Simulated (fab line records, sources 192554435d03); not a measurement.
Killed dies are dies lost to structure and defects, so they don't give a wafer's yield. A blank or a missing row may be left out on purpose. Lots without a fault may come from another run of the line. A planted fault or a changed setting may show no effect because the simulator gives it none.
Which tool did it? | flow n5_finfet | 12 lots, 33 wafers sampled, at 2 steps of a route of 1938

WHAT THE GAUGES READ, wafer by wafer
N5_BEOL_M10_CD_MEAS_18: pitch 140 nm, target cd 70 nm. Usual: cd_nm 69.7 nm, standard deviation 1.1.
lot  | measured     | on        | cd_nm (nm)     | flag
L904 | day 14 08:34 | cd_sem-01 | 71.3 72.3 70.6 |
L902 | day 14 15:36 | cd_sem-02 | 71.0 72.0 72.0 |
L903 | day 14 16:17 | cd_sem-03 | 67.8 69.8 69.1 |
L905 | day 14 22:52 | cd_sem-03 | 70.2 69.3      |
L907 | day 15 00:09 | cd_sem-03 | 70.2 69.9 70.4 |
L911 | day 15 19:40 | cd_sem-02 | 69.5 69.1 70.1 |
L912 | day 16 15:56 | cd_sem-02 | 68.4 68.4 69.1 |
L914 | day 16 16:22 | cd_sem-01 | 67.9 68.2 69.5 |
L919 | day 17 11:25 | cd_sem-03 | 69.6 70.5      |
L921 | day 18 17:20 | cd_sem-03 | 71.5 71.9      |
L923 | day 19 07:16 | cd_sem-01 | 70.6 70.4 71.0 |
L924 | day 19 09:05 | cd_sem-03 | 69.3 68.5 69.0 |

N5_BEOL_M10_OVL_MEAS_29. Usual: V9_OVL -0.5 nm, standard deviation 0.63.
lot  | measured     | on         | V9_OVL (nm)    | flag
L904 | day 14 09:26 | overlay-01 | -0.1 -0.8 -0.8 |
L902 | day 14 16:05 | overlay-02 | -0.9 -1.1 -0.7 |
L903 | day 14 17:50 | overlay-02 | -0.2 -0.2 -0.9 |
L905 | day 15 00:16 | overlay-02 | -0.4 -1.2      |
L907 | day 15 00:29 | overlay-02 | -0.8 -0.6 -1.0 |
L911 | day 15 22:07 | overlay-01 | -0.7 -0.7 0.1  |
L912 | day 16 17:16 | overlay-02 | -0.1 -0.8 0.3  |
L914 | day 16 17:26 | overlay-01 | -0.7 -0.2 -0.7 |
L919 | day 17 12:39 | overlay-01 | 0.0 0.6        |
L921 | day 18 18:56 | overlay-02 | 0.1 -1.1       |
L923 | day 19 07:34 | overlay-01 | -0.2 0.0 -1.1  |
L924 | day 19 10:59 | overlay-02 | -0.5 -0.5 -0.2 |

WHICH TOOL RAN EACH LOT (tool, then ch and the chambers of the sampled wafers, then the start)
The record holds no process step before these readings.

WHAT THE TOOLS THEMSELVES READ (means of the sampled wafers that have a number; where no wafer has one, the mark that the record gives instead)
The record holds no such reading with a usual standard deviation.

THE ANSWER, worked out from the rows above alone
Rule: a lot is off if the mean of its wafers that have a number lies more than 3 standard deviations from the usual mean. A lot without any number at a reading at which 4 lots or more have one is off too. The other lots that the step has rows for count as sound. The gauges are gone through in route order, then the tools' own readings, and for those a lot's mean is taken as printed above. The first step at which some lot is off is used, and at that step the reading that is off furthest; a lot without a number counts as furthest.
No lot is off at any reading shown: from this, nothing can be told.

WHAT THE SIMULATOR HAD PUT IN
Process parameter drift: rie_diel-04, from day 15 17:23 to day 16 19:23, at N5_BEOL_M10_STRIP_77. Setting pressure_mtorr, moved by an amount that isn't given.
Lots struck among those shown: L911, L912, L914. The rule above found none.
